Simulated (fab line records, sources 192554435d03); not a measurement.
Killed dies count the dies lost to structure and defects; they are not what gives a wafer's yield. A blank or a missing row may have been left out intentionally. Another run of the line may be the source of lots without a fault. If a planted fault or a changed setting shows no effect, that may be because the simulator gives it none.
fab line records	flow n5Finfet
record: lots: 4	wafers: 12	lastDay: 18
route steps=1938 shown BEOL_M9@1437 BEOL_M10@1470 BEOL_M15@1830 PASSIVATION@1936
lots untouched by any fault: they come from a run of this same line in which no faults occurred
startH: hours from the record's opening day to when the first of the lot's shown wafers began	waitH: time in hours since the lot's previous step	" unchanged from the row above	L1.1+2: a row that stands for several wafers	- no value, or no start was given	* or withheld: withheld	< > ~ a bound
route shown NAME@n: NAME is a module with steps in the file, n the number in the route of the first one	usual: mean and standard deviation over wafers with no fault	same: alike in all rows	chamber/n: place in a boat	sites: each site's reading	_std_site: the standard deviation of these	_edge_site: inner sites' mean taken away from outer sites' mean	radiusMm: for every site, how far away it sits from the centre of the wafer	mask NAME#n: copy n	behind: tool/chamber where the wafer was last shaped	hold: reason for holding the lot/hours on hold/outcome of the hold	device: transistor that didn't switch, given as n, p or np	end of line: the same wafers' tests at the end of the route	where a step has no rows: the recipe by itself	killed: dies that structure and defects cost at the first sort, which is not the same as the wafer's yield	map: the dies of a wafer, with x for killed, . for not killed, _ for no die there
set.NAME: the run value of the setting; set.NAME@STEP: its run value at that earlier step	model.NAME: the simulator's own value behind a step, which no gauge read
certain route steps with their lots: each step a table, each wafer a row
services: from which hour (startH, from the record's first day; less than 0 if before it) a tool's chamber was out of use, for how many hours, and why
== steps ==
step: N5_BEOL_M9_DESCUM_33
recipe: chemistry: O2	timeS: 7	sourcePowerW: 50	biasPowerW: 20	pressureMtorr: 20	rfFrequencyHz: 2.712e+07	tempC: 40	resist: CAR-EUV	o2FlowSccm: 225
step: N5_BEOL_M9_ETCH_76
recipe: chemistry: N2/H2	target: underlayer	targetDepthA: 65	maskMaterial: CAR-EUV	timeS: 5.2	ionEnergyEv: 200	pressureMtorr: 30	sourceW: 840	biasW: 150	n2FlowSccm: 200	h2FlowSccm: 200	ends: cleared
step: N5_BEOL_M9_ETCH_65
recipe: chemistry: CF4	target: SiARC	targetDepthA: 156	maskMaterial: CAR-EUV	timeS: 26	ionEnergyEv: 80	pressureMtorr: 40	sourceW: 545	biasW: 36	Ar_flow_sccm: 100	cf4FlowSccm: 100	ends: cleared
step: N5_BEOL_M9_ETCH_66
recipe: chemistry: N2/H2	target: SOC	targetDepthA: 800	overetchA: 160	maskMaterial: SiARC	tempC: 40	timeS: 120	ionEnergyEv: 200	pressureMtorr: 30	sourceW: 840	biasW: 150	n2FlowSccm: 200	h2FlowSccm: 200
step: N5_BEOL_M9_STRIP_69
recipe: chemistry: N2/H2	tempC: 40	n2FlowSccm: 200	h2FlowSccm: 200	rfFrequencyHz: 6e+07
step: N5_BEOL_M9_STRIP_77
recipe: chemistry: N2/H2	tempC: 40	n2FlowSccm: 200	h2FlowSccm: 200	rfFrequencyHz: 6e+07
step: N5_BEOL_M9_VIA_ETCH_34
recipe: chemistry: C4F6/O2	target: SiCOH_lowk	targetDepthA: 1824	maskMaterial: SOC	taperDeg: 4	timeS: 68.4	ionEnergyEv: 250	pressureMtorr: 30	sourceW: 345	biasW: 185	Ar_flow_sccm: 300	C4F6_flow_sccm: 10	O2_flow_sccm: 10
step: N5_BEOL_M9_STRIP_73
recipe: chemistry: C4F6/O2	resist: SiARC	rfFrequencyHz: 6e+07
step: N5_BEOL_M9_STRIP_36
recipe: chemistry: N2/H2	powerW: 450	tempC: 40	pressureMtorr: 20	rfFrequencyHz: 6e+07	overashFraction: 0.3	biasPowerW: 7	h2Frac: 0.5	n2FlowSccm: 200	h2FlowSccm: 200
step: N5_BEOL_M9_TRENCH_ETCH_37
recipe: chemistry: C4F6/O2	targetDepthA: 1514.3	target: SiCOH_lowk	timeS: 49	ionEnergyEv: 250	pressureMtorr: 30	sourceW: 345	biasW: 185	Ar_flow_sccm: 300	C4F6_flow_sccm: 10	O2_flow_sccm: 10
usual: biasW: 185.0/0.51	drypumpMotorCurrentA: 5.8/0.58	oes_ar_750_au: 0.78/0.081	oesProductAu: 0.78/0.086	rfVppV: 667/12	showerheadPlenumPTorr: 2.82/0.088	throttleValvePct: 20.80/0.26
lot.wafer	tool	chamber	startH	waitH	biasW	drypumpMotorCurrentA	oes_ar_750_au	oesProductAu	rfHoursCounterH	rfVppV	showerheadPlenumPTorr	throttleValvePct	model.BEOL_M9.featureDepthNm	model.etch.depthNm	model.TiN_of_BEOL_M9_HM_DEP_02.thkNm
L186.1	rieDiel-04	3	241.01	-	185.5	6.2	0.71	0.71	222	665	2.83	20.95	150.4	150.3	16.2
L186.2	"	0	"	"	185.7	5.9	0.75	0.72	150	641	2.61	20.83	147.6	147.5	15.8
L186.4	"	1	"	"	185.4	5.3	0.81	0.81	101	683	2.74	20.47	150	150	15.8
L199.2	rieDiel-04	3	322.36	-	70.6	6.3	0.66	0.59	245	309	2.82	20.94	116.2	116.2	18.2
L199.5	"	3	"	"	70.9	6.3	0.65	0.60	-	309	2.82	20.94	116	116.1	18
L199.6	"	2	"	"	70.7	5.2	0.68	0.61	-	309	2.83	20.56	112.2	112.3	18
L203.1	rieDiel-04	2	347.85	-	71.4	5.2	0.68	0.60	199	311	2.83	20.58	110	110	17.8
L203.5	"	0	"	"	71.7	5.9	0.69	0.60	-	298	2.60	20.83	112.4	112.3	18
L203.6	"	1	"	"	70.2	5.3	0.73	0.66	-	316	2.73	20.48	113	113.1	17.6
L207.2	rieDiel-02	1	379.11	-	185.3	6.6	0.93	0.93	10	674	2.89	20.79	151.2	151.3	16.4
L207.3	"	2	"	"	184.9	4.6	0.84	0.83	61	663	2.91	21.00	152	152.1	15.8
L207.6	"	0	"	"	185.2	5.8	0.90	0.90	-	643	2.91	21.18	149.4	149.5	16.2
step: N5_BEOL_M9_ETCH_41
recipe: chemistry: CH3F/O2	target: SiCN	targetDepthA: 366	taperDeg: 2	timeS: 70.1	ionEnergyEv: 120	maskMaterial: TiN	pressureMtorr: 30	sourceW: 395	biasW: 75	Ar_flow_sccm: 150	CH3F_flow_sccm: 30	O2_flow_sccm: 20
step: N5_BEOL_M9_STRIP_80
recipe: chemistry: N2/H2	timeS: 10	powerW: 450	tempC: 40	pressureMtorr: 20	rfFrequencyHz: 6e+07	biasPowerW: 7	n2FlowSccm: 200	h2FlowSccm: 200
step: N5_BEOL_M9_OCD_MEAS_38
usual: trenchDepthNm: 150.1/2.7
lot.wafer	tool	chamber	startH	waitH	trenchDepthNm
L186.1	ocd-02	-	241.18	-	150.2
L186.2	"	-	"	"	148.0
L186.4	"	-	"	"	150.1
L199.2	ocd-01	-	322.53	-	115.9
L199.5	"	-	"	"	115.5
L199.6	"	-	"	"	111.8
L203.1	ocd-01	-	348.02	-	109.3
L203.5	"	-	"	"	112.1
L203.6	"	-	"	"	113.1
L207.2	ocd-02	-	379.29	-	151.5
L207.3	"	-	"	"	151.4
L207.6	"	-	"	"	149.7
step: N5_BEOL_M9_HM_STRIP_39
recipe: chemistry: peroxideTinStrip	material: TiN	targetDepthA: 250	tempC: 50	timeS: 158
step: N5_BEOL_M9_SRD_40
recipe: timeS: 30	tempC: 23	rinseLiquid: diw	dry: ipaMarangoni
step: N5_BEOL_M9_PRECLEAN_42
recipe: chemistry: residueRemover	timeS: 60	tempC: 40
step: N5_BEOL_M9_SRD_43
recipe: timeS: 30	tempC: 23	rinseLiquid: diw	dry: ipaMarangoni
step: N5_BEOL_M9_CURE_72
recipe: tempC: 370	timeS: 120	ambient: DMADMS/He	material: SiCOH_lowk
step: N5_BEOL_M9_DEGAS_44
recipe: ambient: vacuum	tempC: 250	timeS: 60
step: N5_BEOL_M9_PRE_CLEAN_45
recipe: gas: H2/He	timeS: 30	tempC: 250
step: N5_BEOL_M9_ALD_74
recipe: material: TaN	targetThkA: 20	tempC: 275	aldPrecursorFamily: PDMAT	aldCoReactant: NH3	pressureTorr: 3	carrierFlowSccm: 1500	pulseTimeS: 2	purgeTimeS: 3	coReactantPurgeTimeS: 2	coReactantPulseTimeS: 3	aldCycles: 40	precursorVesselTempC: 75	precursorVesselPressureTorr: 26.25	precursorVesselCarrierSccm: 1000
step: N5_BEOL_M9_SURFACE_TREAT_79
recipe: gas: Ar	timeS: *	ionEnergyEv: *	ionCurrentMaCm2: 0.5	pressureMtorr: *	arFlowSccm: 30
step: N5_BEOL_M9_CVD_78
recipe: material: Co	targetThkA: 20	tempC: withheld	precursor: CCTBA/H2	pressureTorr: 30	timeS: 138.9
step: N5_BEOL_M9_SPUTTER_48
recipe: material: Cu	targetThkA: 120	tempC: -20	biasV: 60	powerW: 26000	chamberPressurePa: 0.13	timeS: 2
step: N5_BEOL_M9_ECD_50
recipe: material: Cu	targetThkA: 3180
step: N5_BEOL_M9_ANNEAL_51
recipe: tempC: 225	timeS: 90	ambient: N2
step: N5_BEOL_M9_CMP_52
recipe: stopOn: SiCOH_lowk	tOverpolishS: 7	downForcePsi: 1	platenRpm: 50	clearingPlatenDownForcePsi: 1.5	clearingPlatenRpm: 50	postCmpClean: cuAlkaline	targetThkNm: 140	clearingPlatenPadVelocityMS: 0.99484	padVelocityMS: 0.99484
usual: motorCurrentA: 6.3/0.59
lot.wafer	tool	chamber	startH	waitH	motorCurrentA	model.Cu_of_BEOL_M9_ECD_50.thkNm
L186.2	cmp-01	3	243.06	0.2	7.1	135.4
L186.4	"	0	"	"	5.3	139.6
L186.1	"	2	"	"	6.7	137.4
L199.2	cmp-03	1	327.52	0.2	7.0	105.4
L199.6	"	1	"	"	6.7	99.6
L199.5	"	2	"	"	5.9	105.8
L203.1	cmp-01	3	350.88	0.4	7.0	97.4
L203.6	"	0	"	"	5.3	101.8
L203.5	"	1	"	"	6.6	98.2
L207.3	cmp-04	0	384.80	0.2	6.3	140.2
L207.2	"	2	"	"	6.3	138.6
L207.6	"	1	"	"	5.5	136.4
step: N5_BEOL_M9_THK_MEAS_53
recipe: thkMeasGauge: xrf	reads: Cu_of_BEOL_M9_ECD_50
usual: M9_THK: 141/3.1
lot.wafer	tool	chamber	startH	waitH	M9_THK[nm]
L186.1	filmMetro-01	-	243.35	-	141
L186.2	"	-	"	"	139
L186.4	"	-	"	"	144
L199.2	filmMetro-01	-	327.81	-	107
L199.5	"	-	"	"	108
L199.6	"	-	"	"	101
L203.1	filmMetro-02	-	351.07	-	98
L203.5	"	-	"	"	99
L203.6	"	-	"	"	102
L207.2	filmMetro-01	-	385.10	-	140
L207.3	"	-	"	"	143
L207.6	"	-	"	"	139
step: N5_BEOL_M9_PRE_CLEAN_55
recipe: gas: NH3	timeS: 15	tempC: withheld	rfPowerW: 300
step: N5_BEOL_M9_DEP_56
recipe: material: SiCN	targetThkA: 150	tempC: withheld	precursor: 3MS/NH3	pressureTorr: 3	rfW: 202	timeS: 26.5
step: N5_BEOL_M9_RS_MEAS_57
recipe: thkMeasGauge: four-point-probe	reads: Cu_of_BEOL_M9_ECD_50+Co_of_BEOL_M9_CVD_78+TaN_of_BEOL_M9_ALD_74
usual: M9_RS: 0.153/0.0036
lot.wafer	tool	chamber	startH	waitH	M9_RS[ohm/sq]
L186.1	filmMetro-01	-	243.49	0.1	0.154
L186.2	"	-	"	"	0.157
L186.4	"	-	"	"	0.151
L199.2	filmMetro-01	-	327.95	0.1	0.207
L199.5	"	-	"	"	0.207
L199.6	"	-	"	"	0.221
L203.1	filmMetro-02	-	351.20	0.1	0.227
L203.5	"	-	"	"	0.225
L203.6	"	-	"	"	0.216
L207.2	filmMetro-01	-	385.24	0.1	0.153
L207.3	"	-	"	"	0.150
L207.6	"	-	"	"	0.155
step: N5_BEOL_M10_ILD_DEP_00
recipe: material: SiCOH_lowk	targetThkA: 3085.1	tempC: 300	precursor: DEMS/porogen	pressureTorr: 5	rfW: 500	timeS: 58
step: N5_BEOL_M10_CURE_71
recipe: tempC: 385	timeS: 240	ambient: He/Ar	material: SiCOH_lowk
step: N5_BEOL_M10_PECVD_70
recipe: material: SiO2	targetThkA: 200	tempC: 400	precursor: TEOS/O2	pressureTorr: 5.5	rfW: 450	teosFlowSccm: 53.8	gas: O2	flowSccm: 3000	timeS: 22.7
step: N5_BEOL_M10_HM_DEP_02
recipe: material: TiN	targetThkA: 200	tempC: 25	chamberPressurePa: 0.49996
step: N5_BEOL_M10_COAT_59
recipe: resist: SOC	tempC: 250	timeS: 60	spinRpm: 1500	resistThkNm: 100
step: N5_BEOL_M15_RC_MEAS_101
usual: COMB_M10: 1.41e-11/2.8e-12	COMB_M10_max_site: 2e-11/4.7e-12	COMB_M11: 1.5e-11/3.1e-12	COMB_M12: 6.2e-12/1.3e-12	COMB_M13: 4.5e-12/9.7e-13	COMB_M14: 3.4e-12/7.4e-13	COMB_M15: 2.2e-12/5.7e-13	COMB_M5: 3.6e-11/7.8e-12	COMB_M6: 2.5e-11/5.7e-12	COMB_M6_max_site: 3.7e-11/9.7e-12	COMB_M7: 2.5e-11/5.1e-12	COMB_M8: 2.6e-11/5.4e-12	SERP_M10: 3.11/0.098	SERP_M11: 3.10/0.1	SERP_M12: 0.646/0.02	SERP_M13: 0.311/0.0067	SERP_M14: 0.161/0.0043	SERP_M5: 39.6/1.7	SERP_M6: 13.9/0.63	SERP_M7: 13.9/0.58	SERP_M8: 13.9/0.58	SERP_M9: 3.09/0.08	SERP_M9_max_site: 3.18/0.088
lot.wafer	tool	chamber	startH	waitH	COMB_M10[S/m]	COMB_M10_max_site[S/m]	COMB_M11[S/m]	COMB_M12[S/m]	COMB_M13[S/m]	COMB_M14[S/m]	COMB_M15[S/m]	COMB_M5[S/m]	COMB_M6[S/m]	COMB_M6_max_site[S/m]	COMB_M7[S/m]	COMB_M8[S/m]	SERP_M10[ohm/um]	SERP_M11[ohm/um]	SERP_M12[ohm/um]	SERP_M13[ohm/um]	SERP_M14[ohm/um]	SERP_M5[ohm/um]	SERP_M6[ohm/um]	SERP_M7[ohm/um]	SERP_M8[ohm/um]	SERP_M9[ohm/um]	SERP_M9_max_site[ohm/um]
L186.1	prober-02	0	290.66	0.0	1.04e-11	1.7e-11	1.3e-11	5.6e-12	2.9e-12	4e-12	1.5e-12	3.1e-11	1.9e-11	3.1e-11	2.9e-11	2.1e-11	3.05	3.07	0.657	0.301	0.164	40.6	13.8	15.0	13.6	3.06	3.12
L186.2	"	0	"	"	1.13e-11	1.5e-11	1.2e-11	5.5e-12	4.6e-12	3.5e-12	2.1e-12	4.9e-11	2.1e-11	2.7e-11	2.6e-11	2.6e-11	3.21	3.26	0.656	0.311	0.162	40.3	15.1	14.1	13.0	3.21	3.25
L186.4	"	0	"	"	1.24e-11	1.9e-11	1e-11	6.3e-12	3.2e-12	5.3e-12	1.3e-12	3.3e-11	3.3e-11	4.8e-11	2.8e-11	2.6e-11	3.04	3.09	0.645	0.311	0.161	39.0	14.1	15.0	14.0	3.00	3.18
L199.2	prober-02	0	378.59	0.2	1.55e-11	1.7e-11	1.3e-11	7.9e-12	2.1e-12	4e-12	2.3e-12	3.2e-11	1.5e-11	2.5e-11	2.1e-11	2.7e-11	3.19	3.18	0.669	0.311	0.164	40.7	13.8	13.3	14.2	4.25	4.35
L199.5	"	0	"	"	1.42e-11	2.6e-11	2.2e-11	6.7e-12	4.1e-12	3.2e-12	2.7e-12	3.3e-11	1.6e-11	2e-11	2.4e-11	2.7e-11	3.15	3.02	0.666	0.324	0.164	38.3	14.6	12.7	13.7	4.14	4.25
L199.6	"	0	"	"	1.41e-11	2.4e-11	1.1e-11	6.7e-12	3.2e-12	3.4e-12	2.2e-12	2.3e-11	1.4e-11	2.4e-11	2.2e-11	2.2e-11	3.19	3.09	0.632	0.312	0.160	39.3	14.5	14.8	14.0	4.46	4.52
L203.1	prober-02	0	400.10	0.0	1.2e-11	1.3e-11	2.1e-11	4e-12	6.1e-12	3.3e-12	1.4e-12	4.1e-11	2.9e-11	4.3e-11	1.9e-11	2.2e-11	2.95	2.99	0.670	0.311	0.164	36.7	14.2	13.4	13.0	4.51	4.58
L203.5	"	0	"	"	1.29e-11	1.6e-11	1.6e-11	3.8e-12	3.7e-12	3.9e-12	1.9e-12	3.1e-11	3.6e-11	4.3e-11	3e-11	3.5e-11	3.02	2.81	0.669	0.317	0.154	37.3	13.1	14.0	13.6	4.56	4.62
L203.6	"	0	"	"	1.42e-11	1.7e-11	1.4e-11	3.6e-12	4.2e-12	3.3e-12	1.3e-12	3e-11	2.3e-11	3.3e-11	2.2e-11	2.4e-11	3.15	3.11	0.628	0.311	0.153	36.1	12.4	13.4	13.4	4.18	4.32
L207.2	prober-02	0	423.52	0.2	2.17e-11	2.7e-11	1.3e-11	6e-12	4.4e-12	3.3e-12	3.4e-12	4.1e-11	2.6e-11	3.7e-11	2.2e-11	2.7e-11	3.16	3.18	0.675	0.306	0.162	38.5	14.5	13.7	14.3	3.14	3.26
L207.3	"	0	"	"	1.48e-11	2.1e-11	1.4e-11	6e-12	4.2e-12	1.8e-12	2.1e-12	3.6e-11	2.5e-11	3e-11	3.3e-11	3.3e-11	3.26	3.07	0.688	0.309	0.161	36.5	14.8	13.3	13.6	3.07	3.14
L207.6	"	0	"	"	1.95e-11	2.5e-11	1.2e-11	5.4e-12	3.6e-12	2.8e-12	2.7e-12	3.6e-11	2.1e-11	2.5e-11	2.6e-11	3.6e-11	3.21	3.13	0.657	0.308	0.158	37.9	14.3	13.9	13.9	3.14	3.17
sites SERP_M9 radiusMm=0,75,75,75,75,140,140,140,140
L186.1 3.06 3.11 3.06 3.12 3.08 3.02 3.05 3.03 3.00
L199.2 4.35 4.25 4.33 4.31 4.29 4.11 4.14 4.17 4.12
L203.1 4.51 4.58 4.57 4.53 4.49 4.52 4.30 4.45 4.34
L207.2 3.11 3.14 3.10 3.14 3.10 3.26 3.20 3.21 3.12
step: N5_PASSIVATION_PROBE_49
usual: defectLimitedYield: 91.4/1.4	killed_at_M0_to_M3: 33/11	killed_at_M4_up: 13/5.3	killedAtContacts: 13/6.1	killedAtFrontEnd: 40/11	killedAtOther: 2.9/2.7	killedDies: 102/17	killedOpen: 68/13	killedShort: 32/7.5	sort_bin_4_leakage: 0.00/0.022	sort_bin_5_function: 5.1/0.98	sort_bin_6_memory: 3.2/0.69	sort_bin_8_speed: 0.1/1.1	sortNPass: 1077/21
same: grossDies: 1180	killedAtBackSide: 0
lot.wafer	tool	chamber	startH	waitH	defectLimitedYield[%]	killed_at_M0_to_M3	killed_at_M4_up	killedAtContacts	killedAtFrontEnd	killedAtOther	killedDies	killedOpen	killedShort	sort_bin_4_leakage[%]	sort_bin_5_function[%]	sort_bin_6_memory[%]	sort_bin_8_speed[%]	sortNPass
L186.1	prober-01	-	305.52	0.0	92.5	31	13	14	29	1	88	56	32	0	4.2	2.9	0	1092
L186.2	prober-01	-	305.57	0.1	91.9	32	6	18	31	9	96	66	28	0	4.3	3.6	0	1084
L186.4	prober-01	-	305.67	0.2	90.8	35	13	19	39	3	109	77	28	0	5.5	2.9	0	1071
L199.2	prober-02	-	391.87	0.1	91.6	30	16	9	37	7	99	75	22	0	4.6	3.6	0.1	1081
L199.5	prober-02	-	392.02	0.2	88.1	55	17	10	46	12	140	87	51	0	6.4	4.8	0	1040
L199.6	prober-02	-	392.07	0.3	89.5	52	14	11	39	8	124	75	47	0	6.3	3.6	0.2	1056
L203.1	prober-01	-	414.89	0.0	89.7	63	14	9	31	4	121	78	39	0	6.5	3.1	0.3	1059
L203.5	prober-01	-	415.09	0.2	91.6	29	17	5	47	1	99	66	31	0	4.6	3.6	0.2	1081
L203.6	prober-01	-	415.14	0.3	94.2	15	14	10	28	1	68	43	22	0	4.0	1.4	0.2	1112
L207.2	prober-02	-	437.18	0.1	92.2	38	10	5	37	2	92	59	31	0.25	5.0	2.5	0	1085
L207.3	prober-02	-	437.23	0.1	93.6	23	5	1	46	0	75	54	21	0	3.6	2.2	0	1105
L207.6	prober-02	-	437.38	0.3	90.0	52	8	7	50	1	118	70	48	0	6.2	3.6	0	1062
killed by level:class
L186.1 MOL_CONTACT_COAG:geometricParticle:open=11 FIN_SAQP:geometricParticle:open=10 BEOL_M3:geometricParticle:open=9 FIN_SAQP:geometricParticle:short=6 BEOL_M1:geometricParticle:open=5 STARTING-WAFER:geometricParticle:short=4 BEOL_M4:geometricParticle:open=4 ILD0:geometricParticle:open=3
L186.2 MOL_CONTACT_COAG:geometricParticle:open=18 BEOL_M3:geometricParticle:open=11 FIN_SAQP:geometricParticle:open=8 MIM_TOP:geometricParticle:short=5 FIN_SAQP:geometricParticle:short=4 STI_FIN_REVEAL:geometricParticle:open=4 BEOL_M0_SAQP:geometricParticle:short=4 BEOL_M0:geometricParticle:open=4
L186.4 FIN_SAQP:geometricParticle:open=20 MOL_CONTACT_COAG:geometricParticle:open=16 BEOL_M1:geometricParticle:open=9 FIN_SAQP:geometricParticle:short=8 BEOL_M2:geometricParticle:open=7 BEOL_M3:geometricParticle:open=5 BEOL_M4:geometricParticle:open=5 BEOL_M0:geometricParticle:short=4
L199.2 BEOL_M3:geometricParticle:open=10 MOL_CONTACT_COAG:geometricParticle:open=9 STI_FIN_REVEAL:geometricParticle:open=8 BEOL_M0_SAQP:geometricParticle:open=7 BEOL_M2:geometricParticle:open=6 FIN_SAQP:geometricParticle:open=5 DUMMY_GATE:geometricParticle:open=5 MIM_TOP_ETCH:geometricParticle:short=5
L199.5 BEOL_M0_SAQP:geometricParticle:short=13 BEOL_M1:geometricParticle:open=13 BEOL_M3:geometricParticle:open=9 MOL_CONTACT_COAG:geometricParticle:open=8 BEOL_M0_SAQP:geometricParticle:open=8 FIN_SAQP:geometricParticle:short=7 STARTING-WAFER:geometricParticle:open=7 FIN_SAQP:geometricParticle:open=6
L199.6 BEOL_M3:geometricParticle:open=14 STI_FIN_REVEAL:geometricParticle:open=12 BEOL_M0_SAQP:geometricParticle:open=12 BEOL_M0_SAQP:geometricParticle:short=10 MOL_CONTACT_COAG:geometricParticle:open=7 FIN_SAQP:geometricParticle:open=6 FIN_SAQP:geometricParticle:short=6 GATE_CUT:geometricParticle:short=6
L203.1 BEOL_M0_SAQP:geometricParticle:open=15 BEOL_M1:geometricParticle:open=14 BEOL_M2:geometricParticle:open=13 BEOL_M0_SAQP:geometricParticle:short=11 MOL_CONTACT_COAG:geometricParticle:open=7 FIN_SAQP:geometricParticle:open=6 FIN_SAQP:geometricParticle:short=5 GATE_CUT:geometricParticle:short=5
L203.5 FIN_SAQP:geometricParticle:open=22 BEOL_M4:geometricParticle:open=10 BEOL_M0_SAQP:geometricParticle:short=9 BEOL_M0_SAQP:geometricParticle:open=7 GATE_CUT:geometricParticle:open=6 FIN_SAQP:geometricParticle:short=4 MOL_CONTACT_COAG:geometricParticle:open=4 STARTING-WAFER:geometricParticle:short=4
L203.6 MOL_CONTACT_COAG:geometricParticle:open=10 FIN_SAQP:geometricParticle:open=5 STI_FIN_REVEAL:geometricParticle:open=5 BEOL_M2:geometricParticle:open=4 STI_FIN_REVEAL:geometricParticle:short=3 ILD0:geometricParticle:short=3 GATE_CUT:geometricParticle:short=3 BEOL_M0_SAQP:geometricParticle:short=3
L207.2 BEOL_M0_SAQP:geometricParticle:short=10 BEOL_M1:geometricParticle:open=9 STI_FIN_REVEAL:geometricParticle:open=7 STARTING-WAFER:geometricParticle:open=7 BEOL_M3:geometricParticle:open=7 FIN_SAQP:geometricParticle:short=5 MOL_CONTACT_COAG:geometricParticle:open=5 BEOL_M2:geometricParticle:open=5
L207.3 BEOL_M3:geometricParticle:open=11 DUMMY_GATE:geometricParticle:open=10 FIN_SAQP:geometricParticle:short=9 STI_FIN_REVEAL:geometricParticle:open=9 GATE_CUT:geometricParticle:open=6 BEOL_M0_SAQP:geometricParticle:short=4 STARTING-WAFER:geometricParticle:open=4 FIN_SAQP:geometricParticle:open=3
L207.6 BEOL_M0_SAQP:geometricParticle:short=15 STI_FIN_REVEAL:geometricParticle:open=12 BEOL_M0_SAQP:geometricParticle:open=10 BEOL_M3:geometricParticle:open=10 GATE_CUT:geometricParticle:short=7 BEOL_M1:geometricParticle:open=7 FIN_SAQP:geometricParticle:short=6 MOL_CONTACT_COAG:geometricParticle:open=6
== services ==
tool	chamber	startH	hours	kind
cmp-04	-	234.55	4.6	pm
rieDiel-02	0	238.33	5.8	repair
cmp-03	-	238.57	4.0	pm
cmp-03	-	242.57	-	consumableReplace:conditioner
cmp-03	-	242.57	-	consumableReplace:pad
cmp-01	-	263.32	4.0	pm
cmp-01	-	267.32	-	consumableReplace:conditioner
cmp-01	-	267.32	-	consumableReplace:pad
cmp-01	-	271.26	0.5	repair
cmp-01	-	273.23	6.1	pm
rieDiel-02	0	274.53	-	clean
rieDiel-02	0	274.53	-	consumableReplace:focusRing
rieDiel-02	0	274.53	14.8	scheduledDown
rieDiel-02	0	274.53	14.8	ventCycle
rieDiel-04	0	319.25	5.6	repair
rieDiel-02	1	330.24	-	clean
rieDiel-02	1	330.24	-	consumableReplace:focusRing
rieDiel-02	1	330.24	18.0	scheduledDown
cmp-01	-	338.09	1.4	repair
rieDiel-04	3	338.66	-	clean
rieDiel-04	3	338.66	-	consumableReplace:focusRing
rieDiel-04	3	338.66	15.6	scheduledDown
rieDiel-04	3	338.66	15.6	ventCycle
cmp-04	-	339.24	4.0	pm
== key ==
firstSign: step: N5_BEOL_M9_TRENCH_ETCH_37	reading: biasW	direction: down	sigmas: 99+	usual: *	struck: *
effect: step: N5_BEOL_M9_TRENCH_ETCH_37	reading: rfVppV	direction: down	sigmas: 30	usual: 667	struck: 309
effect: step: N5_BEOL_M9_OCD_MEAS_38	reading: trenchDepthNm	direction: down	sigmas: 14	usual: 150.1	struck: 112.9
effect: step: N5_BEOL_M9_THK_MEAS_53	reading: M9_THK	direction: down	sigmas: 12	usual: 141	struck: 103
effect: step: N5_BEOL_M9_RS_MEAS_57	reading: M9_RS	direction: up	sigmas: 18	usual: 0.153	struck: 0.217
effect: step: N5_BEOL_M15_RC_MEAS_101	reading: SERP_M9	direction: up	sigmas: 16	usual: 3.09	struck: 4.35
modelEffect: step: N5_BEOL_M9_TRENCH_ETCH_37	value: BEOL_M9.featureDepthNm	without: 149.2	struck: 113.3
modelEffect: step: N5_BEOL_M9_CMP_52	value: Cu_of_BEOL_M9_ECD_50.thkNm	without: 137.3	struck: 101.4
metAt N5_BEOL_M9_TRENCH_ETCH_37
struckWafers L199.2,L199.5,L199.6,L203.1,L203.5,L203.6
onsetBetween 241.01 322.36
fault: kind: processParameterDrift	tool: rieDiel-04	chamber: -	onsetH: 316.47	steps: N5_BEOL_M9_TRENCH_ETCH_37	channel: biasW	offset: *	shape: step	actsIn: *	stated: *
